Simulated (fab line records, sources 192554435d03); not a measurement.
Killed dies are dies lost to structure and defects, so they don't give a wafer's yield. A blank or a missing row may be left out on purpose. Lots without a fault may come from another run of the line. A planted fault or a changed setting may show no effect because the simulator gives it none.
Chamber matching | flow n5_finfet | N5_BEOL_M2_ALD_84 on ald_metal-02: 4 sister chambers
The step deposits TaN, pulse time 2 s, purge time 3 s, co reactant purge time 2 s. 7 wafers are shown with their chamber, then 7 later ones without.

WAFERS WITH THEIR CHAMBER
wafer  | chamber | heater_power_w (W)
L374.1 | 2       | 385
L374.5 | 2       | 372
L389.3 | 0       | 402
L389.4 | 3       | 364
L389.6 | 1       | 430
L391.1 | 0       | 407
L391.2 | 1       | 411

WAFERS WITHOUT THEIR CHAMBER
wafer  | heater_power_w (W)
L391.4 | 412
L392.1 | 372
L392.2 | 414
L392.3 | 406
L395.1 | 405
L395.5 | 373
L395.6 | 408

WHICH CHAMBER EACH WENT THROUGH
wafer  | from the rows above     | in truth
L391.4 | can't be placed: 0 or 1 | 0
L392.1 | can't be placed: 2 or 3 | 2
L392.2 | can't be placed: 1 or 0 | 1
L392.3 | can't be placed: 0 or 1 | 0
L395.1 | can't be placed: 0 or 1 | 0
L395.5 | can't be placed: 2 or 3 | 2
L395.6 | can't be placed: 0 or 1 | 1
Placed correctly: 0 of 7. Can't be placed from these rows: 7 (the true chamber is among the candidates in 7). Placed wrongly: 0.
How it was worked out, from the rows above alone: a wafer's distance from a chamber is the root of the sum, over the readings, of the square of ((its reading less the chamber's mean) divided by the reading's scatter). The wafer belongs to the nearest chamber; if the next one is less than 2 further off, it can't be placed. A chamber's mean is the mean of its shown wafers. The scatter: the root of (the sum of the squares of (reading less its chamber's mean) over the shown wafers, divided by (wafers less chambers)).
